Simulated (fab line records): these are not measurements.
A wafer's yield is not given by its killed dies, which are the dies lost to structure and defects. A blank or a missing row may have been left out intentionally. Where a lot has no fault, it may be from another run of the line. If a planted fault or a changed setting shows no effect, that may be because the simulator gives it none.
Which of the tools did it?    flow n5_finfet    Sampling: 11 lots, 33 wafers, 2 of 1938 route steps

== WHAT EACH GAUGE READ, for each wafer ==
N5_SDB_OVL_MEAS_12. Usual: for SDB_OVL the level is 0.3 nm and the standard deviation is 0.81.
lot   measured     on          SDB_OVL (nm)   flag
L355  day 3 18:14  overlay-02  1.4 0.1 0.1    
L357  day 4 06:35  overlay-01  1.0 1.3 -0.4   
L358  day 4 15:52  overlay-02  0.4 0.1 0.5    
L359  day 4 17:17  overlay-02  0.2 1.0 0.1    
L360  day 5 01:13  overlay-01  1.1 0.7 1.4    
L361  day 5 05:39  overlay-01  0.0 1.2 1.1    
L366  day 6 12:47  overlay-02  0.1 -0.5 -0.4  
L373  day 8 07:01  overlay-02  0.8 0.5 0.3    
L374  day 8 10:25  overlay-02  -1.0 -1.1 0.3  
L377  day 9 07:15  overlay-01  -0.5 0.0 0.6   
L378  day 9 11:48  overlay-01  0.9 0.6 0.3    

== WHAT TOOL EACH LOT RAN ON (gives the tool, then ch and the chambers of the sampled wafers, and finally the start) ==
lot   N5_SDB_COAT_04
L355  litho_track-02 ch 0, day 3 17:58
L357  litho_track-05 ch 0, day 4 06:11
L358  litho_track-01 ch 0, day 4 15:29
L359  litho_track-02 ch 0, day 4 16:53
L360  litho_track-05 ch 0, day 5 00:56
L361  litho_track-02 ch 0, day 5 05:23
L366  litho_track-01 ch 0, day 6 12:23
L373  litho_track-05 ch 0, day 8 06:37
L374  litho_track-05 ch 0, day 8 10:01
L377  litho_track-01 ch 0, day 9 06:59
L378  litho_track-01 ch 0, day 9 11:25
- N5_SDB_COAT_04: time 60 s, resist thk 18 nm.

== WHAT THE TOOLS THEMSELVES READ (means of the sampled wafers that have a number; where no wafer has one, the mark that the record gives instead) ==
N5_SDB_COAT_04. Usual: 66.27 s for run_length_s, sd 0.14.
lot   tool            run_length_s (s)  flag
L355  litho_track-02  66.14             
L357  litho_track-05  66.42             
L358  litho_track-01  66.18             
L359  litho_track-02  66.10             
L360  litho_track-05  66.34             
L361  litho_track-02  66.07             
L366  litho_track-01  67.60             OFF
L373  litho_track-05  66.46             
L374  litho_track-05  66.29             
L377  litho_track-01  66.14             
L378  litho_track-01  66.17             

== THE ANSWER, worked out from the rows above alone ==
Rule: lot off if the mean of its wafers having a number is beyond 3 standard deviations from the usual mean. Also off: a lot with no number at a reading for which 4 or more lots have one. All remaining lots with rows at the step are treated as sound. After the gauges, taken in route order, come the tools' own readings; for these a lot's mean is taken, as printed above. At the first step where some lot is off, the reading lying furthest off is the one used; lots without a number count as furthest.
Off: L366, at N5_SDB_COAT_04 (run_length_s).
A tool fits if, at that step or a process step before it, it ran every lot that is off, and no sound lot after the first of them. None of those tried fits.

== WHAT WAS PUT IN BY THE SIMULATOR ==
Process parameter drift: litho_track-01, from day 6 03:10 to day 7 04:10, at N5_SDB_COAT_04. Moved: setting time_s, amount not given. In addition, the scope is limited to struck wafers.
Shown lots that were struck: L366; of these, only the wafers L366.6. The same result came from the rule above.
